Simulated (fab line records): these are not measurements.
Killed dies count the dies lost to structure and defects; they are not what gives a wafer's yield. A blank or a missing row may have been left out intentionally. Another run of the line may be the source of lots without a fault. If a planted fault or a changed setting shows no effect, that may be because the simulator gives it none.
fab line records	flow nand_harc
record: lots: 11	wafers: 33	last_day: 33
route steps=1302 shown P_STI@88 P_GATE@119 END@1302
lots that met no fault: from a run of the same line without faults
start_h: the number of hours between the record's first day and the start of the first shown wafer of the lot	wait_h: how many hours have passed since the lot's step before this one	" repeats the value in the row above	L1.1+2: a single row standing in for several wafers	- either no value or no given start	* or withheld: withheld	< > ~ a bound
route shown NAME@n: names a module that has steps shown in the file, with the first one's number in the route	usual: average and standard deviation across the fault-free wafers	same: alike in all rows	chamber/n: place in a boat	sites: per-site readings	_std_site: their standard deviation	_edge_site: inner sites' mean taken away from outer sites' mean	radius_mm: for every site, how far away it sits from the centre of the wafer	mask NAME#n: copy n	behind: the last tool/chamber to shape the wafer	hold: what put the lot on hold/how long, in hours/how the hold closed	device: whichever transistor did not switch (one of n, p or np)	end of line: the same wafers' tests at the end of the route	step lacking rows: just its recipe	killed: not the wafer's yield, but the dies lost to structure and defects at the first sort	map: dies across one wafer; x = killed, . = not, _ = none there
set.NAME: the setting the step ran with; set.NAME@STEP: the setting that earlier step ran with	model.NAME: the simulator's own value behind a step, which no gauge read
the route's steps for a sample of lots (tables are steps, rows are wafers)
services: a tool's chamber out of use, with start hour (start_h, from the record's first day; less than 0 if before it), hours out, and reason
== steps ==
step: NHARC_P_STI_ETCH_42
recipe: target_depth_a: 800	overetch_a: 240	time_s: 61	ion_energy_ev: 200	n2_flow_sccm: 150	h2_flow_sccm: 150	ar_flow_sccm: 0	rf_w: 400	bias_w: 150	chemistry: N2/H2
usual: drypump_motor_current_A: 5.59/0.29	h2_flow_sccm: 150.0/0.45	oes_product_au: 1.002/0.011	rf_vpp_V: 430.0/2.4	showerhead_plenum_p_Torr: 2.02/0.078	throttle_valve_pct: 14.170/0.0084
lot.wafer	tool	chamber	start_h	wait_h	drypump_motor_current_A	h2_flow_sccm	oes_product_au	rf_hours_counter_h	rf_vpp_V	showerhead_plenum_p_Torr	throttle_valve_pct
L789.2	rie_diel-11	2	63.56	0.1	5.29	149.9	1.005	7	430.1	1.99	14.171
L789.5	"	3	"	"	6.03	149.1	1.004	-	427.1	1.93	14.169
L789.6	"	0	"	"	5.59	150.6	1.005	-	429.3	2.00	14.174
L791.3	rie_diel-09	3	83.41	0.1	5.86	149.1	0.982	6	432.6	2.12	14.177
L791.5	"	3	"	"	5.87	150.2	0.991	-	432.1	2.12	14.169
L791.6	"	0	"	"	5.42	149.6	0.984	-	431.1	2.09	14.177
L792.4	rie_diel-09	2	95.72	0.1	6.04	150.5	0.986	-	430.1	2.05	14.172
L792.5	"	3	"	"	5.86	149.7	0.999	-	432.8	2.12	14.173
L792.6	"	1	"	"	5.58	148.8	1.010	-	426.3	1.90	14.177
L793.3	rie_diel-09	1	103.22	0.1	5.56	150.0	1.021	7	427.4	1.90	14.163
L793.4	"	3	"	"	5.86	150.7	1.003	7	432.6	2.12	14.166
L793.6	"	2	"	"	6.03	150.4	0.995	-	429.5	2.05	14.182
L794.1	rie_diel-11	1	114.74	0.1	5.59	150.1	1.003	1	433.4	2.16	14.171
L794.4	"	3	"	"	6.03	150.2	1.008	1	427.7	1.93	14.171
L794.5	"	2	"	"	5.28	150.3	1.003	-	429.2	1.99	14.162
L801.4	rie_diel-11	3	183.07	0.1	6.04	150.3	0.999	4	426.7	1.92	14.179
L801.6	"	1	"	"	5.59	149.4	1.004	-	434.6	2.16	14.178
L801.5	"	2	"	"	5.30	149.6	1.014	-	429.4	1.99	14.176
L802.1	rie_diel-11	3	193.01	0.1	6.04	149.8	1.002	4	427.1	1.92	14.159
L802.4	"	0	"	"	5.61	150.0	1.008	4	429.9	2.00	14.174
L802.2	"	1	"	"	5.58	149.8	1.006	5	434.1	2.16	14.157
L803.3	rie_diel-10	1	203.23	0.1	5.08	150.2	1.025	12	427.9	1.95	14.160
L803.4	"	2	"	"	5.58	150.1	1.011	12	429.1	2.01	14.153
L803.5	"	1	"	"	5.07	150.6	1.029	-	427.5	1.95	14.178
L804.4	rie_diel-09	2	214.48	0.1	6.00	149.7	0.994	4	431.0	2.05	14.158
L804.1	"	3	"	"	5.87	150.0	1.002	3	432.0	2.12	14.187
L804.5	"	2	"	"	6.02	149.2	0.998	-	431.2	2.05	14.181
L808.2	rie_diel-10	2	254.76	0.1	5.58	149.6	0.993	0	429.4	2.01	14.167
L808.4	"	3	"	"	5.73	149.5	1.003	0	428.6	1.98	14.175
L808.6	"	0	"	"	5.29	149.4	0.992	-	430.4	2.10	14.172
L809.1	rie_diel-10	2	264.41	0.1	5.56	150.2	1.003	1	427.6	2.01	14.178
L809.2	"	0	"	"	5.29	149.9	0.987	1	433.1	2.10	14.178
L809.5	"	1	"	"	5.08	149.5	1.000	-	428.1	1.95	14.162
step: NHARC_P_GATE_EXPOSE_08
recipe: na: 0.6	dose_mj: 16.75	mask_id: P_HV
usual: focus_offset_nm: -0.1/0.54
same: na: 0.6
lot.wafer	tool	chamber	start_h	wait_h	mask	focus_offset_nm
L789.2	krf_scanner-04	0	100.09	-	P_HV#0	0.1
L789.5	"	0	"	"	P_HV#0	-1.0
L789.6	"	0	"	"	P_HV#0	0.7
L791.3	krf_scanner-03	0	119.54	-	P_HV#0	-0.8
L791.5	"	0	"	"	P_HV#0	-1.1
L791.6	"	0	"	"	P_HV#0	-0.4
L792.4	krf_scanner-02	0	135.60	-	P_HV#0	-0.1
L792.5	"	0	"	"	P_HV#0	-0.2
L792.6	"	0	"	"	P_HV#0	-0.9
L793.3	krf_scanner-04	0	139.86	-	P_PSD#0	0.2
L793.4	"	0	"	"	P_PSD#0	-0.2
L793.6	"	0	"	"	P_PSD#0	-0.7
L794.1	krf_scanner-04	0	152.73	-	P_HV#0	0.3
L794.4	"	0	"	"	P_HV#0	-0.5
L794.5	"	0	"	"	P_HV#0	0.2
L801.4	krf_scanner-02	0	230.84	-	P_HV#0	0.4
L801.5	"	0	"	"	P_HV#0	-0.5
L801.6	"	0	"	"	P_HV#0	0.0
L802.1	krf_scanner-03	0	230.98	-	P_HV#0	-1.2
L802.2	"	0	"	"	P_HV#0	0.3
L802.4	"	0	"	"	P_HV#0	0.0
L803.3	krf_scanner-04	0	245.33	-	P_HV#0	0.3
L803.4	"	0	"	"	P_HV#0	-0.2
L803.5	"	0	"	"	P_HV#0	0.3
L804.1	krf_scanner-02	0	264.35	-	P_HV#0	-0.4
L804.4	"	0	"	"	P_HV#0	-1.7
L804.5	"	0	"	"	P_HV#0	-0.8
L808.2	krf_scanner-04	0	289.28	-	P_HV#0	0.2
L808.4	"	0	"	"	P_HV#0	0.3
L808.6	"	0	"	"	P_HV#0	-0.1
L809.1	krf_scanner-04	0	305.61	-	P_HV#0	-0.1
L809.2	"	0	"	"	P_HV#0	-0.2
L809.5	"	0	"	"	P_HV#0	0.2
step: NHARC_P_GATE_CD_MEAS_11
recipe: target_cd_nm: 1640	landing_energy_ev: 500
usual: cd_nm: 1640.3/2.2
lot.wafer	tool	chamber	start_h	wait_h	cd_nm
L789.2	cd_sem-02	0	100.25	-	1638.4
L789.5	"	0	"	"	1639.0
L789.6	"	0	"	"	1636.7
L791.3	cd_sem-03	0	119.69	-	1637.6
L791.5	"	0	"	"	1636.5
L791.6	"	0	"	"	1639.4
L792.4	cd_sem-01	0	135.75	-	1640.4
L792.5	"	0	"	"	1641.1
L792.6	"	0	"	"	1638.8
L793.3	cd_sem-03	0	140.01	-	-
L793.4	"	0	"	"	-
L793.6	"	0	"	"	-
L794.1	cd_sem-01	0	152.89	-	1641.9
L794.4	"	0	"	"	1639.0
L794.5	"	0	"	"	1640.4
L801.4	cd_sem-02	0	230.99	-	1637.9
L801.5	"	0	"	"	1636.4
L801.6	"	0	"	"	1637.1
L802.1	cd_sem-01	0	231.14	-	1636.4
L802.2	"	0	"	"	1638.7
L802.4	"	0	"	"	1636.6
L803.3	cd_sem-02	0	245.48	-	1638.8
L803.4	"	0	"	"	1641.7
L803.5	"	0	"	"	1640.9
L804.1	cd_sem-03	0	264.51	-	1640.7
L804.4	"	0	"	"	1638.7
L804.5	"	0	"	"	1640.0
L808.2	cd_sem-01	0	289.43	-	1640.5
L808.4	"	0	"	"	1638.8
L808.6	"	0	"	"	1640.5
L809.1	cd_sem-01	0	305.76	-	1639.4
L809.2	"	0	"	"	1635.3
L809.5	"	0	"	"	1637.8
step: NHARC_P_GATE_DESCUM_13
recipe: time_s: 3	o2_flow_sccm: 200	ar_flow_sccm: 0	bias_power_w: 0	chemistry: O2
usual: drypump_motor_current_A: 5.6/0.42	o2_flow_sccm: 200.1/0.57	oes_product_au: 0.998/0.0083	rf_vpp_V: 57.7/0.94	showerhead_plenum_p_Torr: 1.93/0.073	throttle_valve_pct: 11.312/0.01
lot.wafer	tool	chamber	start_h	wait_h	drypump_motor_current_A	o2_flow_sccm	oes_product_au	rf_hours_counter_h	rf_vpp_V	showerhead_plenum_p_Torr	throttle_valve_pct
L789.2	rie_diel-03	0	100.43	-	5.2	199.3	0.990	7.3	57.0	2.02	11.299
L789.6	"	2	"	"	6.4	200.1	0.996	-	58.6	1.94	11.303
L789.5	"	3	"	"	5.3	199.6	0.999	-	58.2	1.95	11.306
L791.3	rie_diel-03	3	119.87	-	5.3	200.3	0.993	0.4	58.9	1.94	11.321
L791.6	"	1	"	"	6.0	200.4	0.993	-	56.3	1.83	11.292
L791.5	"	2	"	"	6.3	200.4	0.997	-	59.1	1.94	11.323
L792.4	rie_diel-05	0	135.93	-	5.2	199.7	1.009	4.5	57.8	2.04	11.311
L792.6	"	2	"	"	5.6	200.2	0.998	-	57.6	1.85	11.304
L792.5	"	3	"	"	6.2	199.8	0.985	-	58.1	1.98	11.301
L793.4	rie_diel-05	1	140.17	-	5.5	200.5	0.990	3.6	56.7	1.99	11.306
L793.3	"	3	"	"	6.2	199.6	1.001	3.7	57.1	1.98	11.311
L793.6	"	2	"	"	5.6	200.0	1.001	-	56.9	1.85	11.306
L794.1	rie_diel-02	0	153.07	-	5.5	200.1	0.987	6.2	57.6	1.82	11.316
L794.4	"	1	"	"	5.7	199.6	0.987	5.1	58.8	1.98	11.311
L794.5	"	3	"	"	5.2	199.8	1.002	-	56.0	1.97	11.316
L801.6	rie_diel-03	0	231.19	-	5.2	201.0	0.992	-	56.5	2.02	11.324
L801.5	"	2	"	"	6.4	200.4	0.992	-	56.7	1.94	11.296
L801.4	"	3	"	"	5.3	200.0	0.994	-	56.4	1.94	11.320
L802.1	rie_diel-03	3	231.30	-	5.3	200.4	0.994	7.7	57.1	1.94	11.298
L802.2	"	2	"	"	6.3	199.8	0.983	7.9	57.6	1.94	11.300
L802.4	"	0	"	"	5.2	199.9	0.982	-	58.6	2.02	11.286
L803.3	rie_diel-03	2	245.63	-	6.3	200.2	0.995	8.7	58.8	1.94	11.314
L803.4	"	0	"	"	5.2	200.3	0.992	5.9	58.2	2.02	11.311
L803.5	"	3	"	"	5.3	200.3	0.996	-	57.2	1.94	11.314
L804.4	rie_diel-02	1	264.70	-	5.7	200.0	1.016	0.6	57.9	1.98	11.305
L804.1	"	2	"	"	5.3	200.4	0.994	3.9	56.4	1.82	11.299
L804.5	"	0	"	"	5.5	198.8	1.000	-	58.3	1.82	11.316
L808.4	rie_diel-02	1	289.60	-	5.7	199.6	1.004	2.0	58.0	1.98	11.298
L808.2	"	3	"	"	5.2	199.1	0.999	4.3	58.3	1.97	11.325
L808.6	"	1	"	"	5.7	199.8	1.000	-	56.2	1.98	11.312
L809.1	rie_diel-03	2	305.92	-	6.3	200.3	0.988	0.2	56.7	1.94	11.325
L809.2	"	1	"	"	6.0	201.2	0.976	0.2	58.0	1.83	11.306
L809.5	"	1	"	"	6.1	200.9	0.991	-	56.1	1.83	11.312
step: NHARC_P_GATE_OVL_MEAS_27
usual: overlay_x_nm: 0.1/0.64	overlay_y_nm: 0.2/0.92
lot.wafer	tool	chamber	start_h	wait_h	overlay_x_nm	overlay_y_nm
L789.2	overlay-02	-	114.41	-	0.7	-1.1
L789.5	"	-	"	"	0.9	-0.7
L789.6	"	-	"	"	0.7	-0.9
L791.3	overlay-01	-	135.64	-	0.1	1.2
L791.5	"	-	"	"	0.7	1.1
L791.6	"	-	"	"	0.0	0.7
L792.4	overlay-02	-	152.35	-	-1.3	0.3
L792.5	"	-	"	"	-1.4	0.5
L792.6	"	-	"	"	-1.7	0.4
L793.3	overlay-01	-	154.46	-	0.4	0.0
L793.4	"	-	"	"	0.5	0.2
L793.6	"	-	"	"	0.6	0.2
L794.1	overlay-01	-	169.52	-	0.8	1.4
L794.4	"	-	"	"	-0.2	1.9
L794.5	"	-	"	"	0.5	1.5
L801.4	overlay-02	-	244.90	-	-0.1	1.5
L801.5	"	-	"	"	0.3	1.6
L801.6	"	-	"	"	0.2	1.8
L802.1	overlay-02	-	245.67	-	0.3	1.5
L802.2	"	-	"	"	-0.2	2.1
L802.4	"	-	"	"	-0.2	2.1
L803.3	overlay-02	-	260.57	-	-0.3	-2.0
L803.4	"	-	"	"	-0.2	-2.2
L803.5	"	-	"	"	0.1	-1.6
L804.1	overlay-01	-	278.50	-	1.2	0.7
L804.4	"	-	"	"	1.1	0.0
L804.5	"	-	"	"	1.1	0.5
L808.2	overlay-02	-	303.50	-	1.2	-0.1
L808.4	"	-	"	"	0.7	0.5
L808.6	"	-	"	"	1.3	0.6
L809.1	overlay-01	-	320.06	-	-0.9	0.8
L809.2	"	-	"	"	-0.7	1.0
L809.5	"	-	"	"	-0.5	0.3
step: NHARC_END_SORT_01
recipe: temp_c: 25
usual: killed_at_array: 57/20	killed_at_other: 1.0/1.5	killed_at_periphery: 3.5/2.5	killed_dies: 62/21	killed_open: 3.5/1.9	killed_short: 2.4/1.6
same: gross_dies: 677
lot.wafer	tool	chamber	start_h	wait_h	killed_at_array	killed_at_other	killed_at_periphery	killed_dies	killed_open	killed_short
L793.3	prober-01	0	639.39	3.1	82	7	588	677	3	2
L793.4	prober-01	0	640.19	3.4	73	5	599	677	3	4
L793.6	prober-01	0	641.79	4.0	83	4	590	677	5	2
L802.1	prober-02	0	711.67	2.5	59	0	2	61	3	1
L802.2	prober-02	0	712.46	2.8	54	0	1	55	3	3
L802.4	prober-02	0	714.03	3.4	52	0	3	55	7	3
killed by level:class
L793.3 P_GATE:area_expose=581 A_CHANNEL_HOLE_D1:chamber_film_flake=30 A_SLIT:chamber_film_flake=26 A_CHANNEL_HOLE_D2:chamber_film_flake=8 A_CONTACT:chamber_film_flake=7 THIN_TSV:chamber_film_flake=6 P_CONTACT:chamber_film_flake=5 A_M0:chamber_film_flake=3
L793.4 P_GATE:area_expose=592 A_CHANNEL_HOLE_D1:chamber_film_flake=32 A_SLIT:chamber_film_flake=21 P_CONTACT:chamber_film_flake=6 A_CHANNEL_HOLE_D2:chamber_film_flake=5 A_CONTACT:chamber_film_flake=4 THIN_TSV:chamber_film_flake=3 A_WL_FILL:chamber_film_flake=2
L793.6 P_GATE:area_expose=586 A_SLIT:chamber_film_flake=31 A_CHANNEL_HOLE_D1:chamber_film_flake=29 A_CHANNEL_HOLE_D2:chamber_film_flake=6 A_CONTACT:chamber_film_flake=6 THIN_TSV:chamber_film_flake=3 P_CONTACT:chamber_film_flake=2 A_WL_FILL:chamber_film_flake=2
L802.1 A_SLIT:chamber_film_flake=26 A_CHANNEL_HOLE_D2:chamber_film_flake=20 A_CHANNEL_HOLE_D1:chamber_film_flake=3 A_M0:geometric_particle:open=2 A_STAIRCASE:chamber_film_flake=2 A_CONTACT:chamber_film_flake=2 A_DECK1_JOINT:geometric_particle:open=1 A_M1:geometric_particle:short=1
L802.2 A_SLIT:chamber_film_flake=27 A_CHANNEL_HOLE_D2:chamber_film_flake=8 A_CHANNEL_HOLE_D1:chamber_film_flake=7 A_STAIRCASE:chamber_film_flake=3 A_SOURCE_PLATE:geometric_particle:short=2 A_M0:geometric_particle:open=2 A_CONTACT:chamber_film_flake=2 A_CHANNEL_FILL_D1:geometric_particle:short=1
L802.4 A_SLIT:chamber_film_flake=25 A_CHANNEL_HOLE_D2:chamber_film_flake=10 A_CHANNEL_HOLE_D1:chamber_film_flake=3 A_DECK1_JOINT:chamber_film_flake=2 A_SOURCE_PLATE:geometric_particle:short=1 A_ONON_D1:geometric_particle:open=1 A_CHANNEL_FILL_D1:geometric_particle:open=1 A_DECK1_JOINT:geometric_particle:open=1
== services ==
tool	chamber	start_h	hours	kind
rie_diel-02	-	39.70	9.0	pm
rie_diel-03	3	45.70	4.2	repair
rie_diel-10	-	65.50	9.0	pm
rie_diel-11	-	80.47	9.0	pm
rie_diel-09	-	84.08	0.4	repair
rie_diel-09	0	89.14	13.9	repair
krf_scanner-02	-	94.00	4.0	pm
rie_diel-03	-	104.30	9.0	pm
rie_diel-11	-	111.17	0.2	repair
rie_diel-10	0	111.72	4.1	repair
rie_diel-10	2	118.51	4.3	repair
rie_diel-09	3	134.55	3.3	repair
rie_diel-09	-	143.10	9.0	pm
rie_diel-02	1	162.74	4.3	repair
krf_scanner-04	-	182.00	4.0	pm
krf_scanner-02	-	187.73	0.5	repair
rie_diel-03	0	188.63	15.4	repair
krf_scanner-02	-	189.80	0.3	repair
rie_diel-03	1	221.70	13.1	repair
krf_scanner-04	-	224.25	10.2	repair
rie_diel-11	-	257.47	9.0	pm
krf_scanner-04	-	262.50	8.8	repair
rie_diel-03	-	281.30	9.0	pm
rie_diel-11	1	305.50	6.5	repair
== key ==
first_sign: step: NHARC_P_GATE_EXPOSE_08	reading: mask	direction: changed
effect: step: NHARC_P_GATE_CD_MEAS_11	reading: cd_nm	direction: missing
effect: step: NHARC_END_SORT_01	reading: killed_at_periphery	direction: up	sigmas: 99+	usual: 3.5	struck: 592.3
more_kills_born_at: NHARC_P_GATE_EXPOSE_08@krf_scanner-04: 1759
met_at NHARC_P_GATE_EXPOSE_08
struck_lots L793
later_rows_left_out L793.3,L793.4,L793.6
tester_left_out L793
not_acting_at NHARC_P_STI_ETCH_42,NHARC_P_GATE_DESCUM_13,NHARC_P_GATE_OVL_MEAS_27
onset_between 100.09 139.86
fault: kind: wrong_mask	tool: any	chamber: -	onset_h: 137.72	steps: NHARC_P_GATE_EXPOSE_08	aux_copy: P_PSD#0	scope: struck_lots_only
tester_left_out: of these lots the tester's yield and bins aren't shown, on N5 and GAA mostly nor the transistor test; their killed dies are dies lost to structure and defects alone, not to doping, threshold or leakage, so they don't give the yield
later_rows_left_out: the simulator's readings of these wafers behind a module that went badly wrong aren't trusted and aren't shown, but for the sort
